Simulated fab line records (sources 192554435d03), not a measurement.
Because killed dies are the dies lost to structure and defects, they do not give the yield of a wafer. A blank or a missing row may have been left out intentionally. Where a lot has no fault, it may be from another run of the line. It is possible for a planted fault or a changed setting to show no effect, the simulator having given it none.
Split-lot trial	flow n5_finfet	39 wafers read across 7 lots, on a route 1938 steps long

ON THE SPLIT
At N5_HKMG_FIN_ETCH_58 (etches SOC in N2/H2, target depth 215.8 nm, time 741 s), the setting source_w was moved away from the recipe's 875 W on 15 of the 39 wafers read, by -13.1% to +18.9%. This setting was run at the recipe's value on the other wafers.

The reading is taken at the split's own step.

THE READING
rf_vpp_V, in V, at N5_HKMG_FIN_ETCH_58 (etches SOC in N2/H2, target depth 215.8 nm, time 741 s). Typical for fault-free wafers on this fab line: 99.3 V, with standard deviation 1 V.

wafer	tool, chamber at the split	source_w as run, W	against the recipe	rf_vpp_V, V	against lot-mates on the recipe
L079.1	rie_diel-01, 3	875	recipe	98.3	-
L079.2	rie_diel-01, 2	875	recipe	98.6	-
L079.5	rie_diel-01, 2	875	recipe	97.4	-
L080.1	rie_diel-02, 0	815.3	-6.8%	101.6	+2.4
L080.2	rie_diel-02, 3	815.3	-6.8%	101.4	+2.2
L080.3	rie_diel-02, 2	815.3	-6.8%	103.2	+4.0
L080.4	rie_diel-02, 2	875	recipe	96.9	-
L080.5	rie_diel-02, 0	875	recipe	100.3	-
L080.6	rie_diel-02, 3	875	recipe	100.5	-
L081.1	rie_diel-02, 2	875	recipe	99.2	-
L081.2	rie_diel-02, 3	875	recipe	98.1	-
L081.3	rie_diel-02, 0	1040	+18.9%	93.2	-6.0
L081.4	rie_diel-02, 3	875	recipe	100.4	-
L081.5	rie_diel-02, 2	1040	+18.9%	93.2	-6.0
L081.6	rie_diel-02, 0	1040	+18.9%	94.3	-4.9
L084.1	rie_diel-01, 2	764	-12.7%	104.1	+4.3
L084.2	rie_diel-01, 0	875	recipe	100.4	-
L084.3	rie_diel-01, 1	764	-12.7%	105.4	+5.6
L084.4	rie_diel-01, 3	875	recipe	98.8	-
L084.5	rie_diel-01, 0	764	-12.7%	105.8	+6.0
L084.6	rie_diel-01, 1	875	recipe	100.1	-
L089.1	rie_diel-05, 0	875	recipe	101.0	-
L089.2	rie_diel-05, 1	875	recipe	99.7	-
L089.3	rie_diel-05, 3	776.2	-11.3%	102.2	+2.5
L089.4	rie_diel-05, 2	776.2	-11.3%	102.4	+2.7
L089.5	rie_diel-05, 1	776.2	-11.3%	102.0	+2.3
L089.6	rie_diel-05, 2	875	recipe	98.4	-
L090.1	rie_diel-01, 2	875	recipe	98.8	-
L090.2	rie_diel-01, 1	875	recipe	99.0	-
L090.3	rie_diel-01, 0	875	recipe	100.0	-
L090.4	rie_diel-01, 0	875	recipe	99.8	-
L090.5	rie_diel-01, 2	875	recipe	97.1	-
L090.6	rie_diel-01, 1	875	recipe	101.4	-
L092.1	rie_diel-01, 2	875	recipe	98.0	-
L092.2	rie_diel-01, 3	875	recipe	97.7	-
L092.3	rie_diel-01, 1	760.3	-13.1%	103.2	+5.0
L092.4	rie_diel-01, 0	875	recipe	98.9	-
L092.5	rie_diel-01, 0	760.3	-13.1%	103.8	+5.6
L092.6	rie_diel-01, 3	760.3	-13.1%	103.3	+5.1

FIT RESULTS
A straight line over all 39 wafers: rf_vpp_V changes by -0.333 V for each +1% of source_w; r = -0.91; the points scatter about the line by 1.2 V.
The same after taking each lot's own level away (the mean of its wafers on the recipe; 39 wafers): -0.333 V for each +1%; r = -0.93; scatter 1.1 V.
Per that fit: largest source_w move, reading shift of 6.3 V.
The span of the lots' own levels, 98.10 to 99.77 V, comes to 1.7 times the standard deviation stated above.
The two slopes are in agreement: the lot-to-lot level therefore moves the slope only a little.
Check: -6.15 V against its lot-mates is what the line predicts for one of the wafers moved furthest among these (+18.9%) when that wafer is left out of the fit. It came out at -6.03 V against them.
Tool readings at the split's step, against how far the setting was moved: rf_vpp_V r = -0.91.

ADDITIONAL SPLITS CARRIED BY THESE WAFERS
Note: prior to the reading, these wafers also went through further splits. Each is held against what the fit with the lots' levels taken away leaves over:
other split on the same wafers	wafers away from the commonest value	r with rf_vpp_V (lot level and that fit taken away)
N5_DUMMY_GATE_EXPOSE_12 dose_mj	15	-0.28
N5_DUMMY_GATE_ETCH_37 source_w	12	+0.02
N5_DUMMY_GATE_ETCH_32 time_s	15	+0.28
N5_HKMG_FIN_EXPOSE_46 dose_mj	15	+0.29

THE WHOLE CHAIN: every reading that the file lists as answering this split, in the file's order
step	what it does	reading	change (the file's fit)	r (the file's)
N5_HKMG_FIN_ETCH_58	etches SOC in N2/H2, target depth 215.8 nm, time 741 s	rf_vpp_V	-0.337 V for each +1% of the setting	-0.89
N5_HKMG_FIN_ETCH_58	etches SOC in N2/H2, target depth 215.8 nm, time 741 s	SOC_of_HKMG_FIN_COAT_41.thk_nm (the simulator's own value, which no gauge read)	-1.71 nm for each +1% of the setting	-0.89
N5_HKMG_FIN_ETCH_58	etches SOC in N2/H2, target depth 215.8 nm, time 741 s	etch.depth_nm (the simulator's own value, which no gauge read)	+1.72 nm for each +1% of the setting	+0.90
N5_HKMG_FIN_ETCH_58	etches SOC in N2/H2, target depth 215.8 nm, time 741 s	HKMG_FIN.feature_depth_nm (the simulator's own value, which no gauge read)	+1.72 nm for each +1% of the setting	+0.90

FILE'S OWN FIT
rf_vpp_V changes by -0.337 V for each +1% of source_w, r = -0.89.
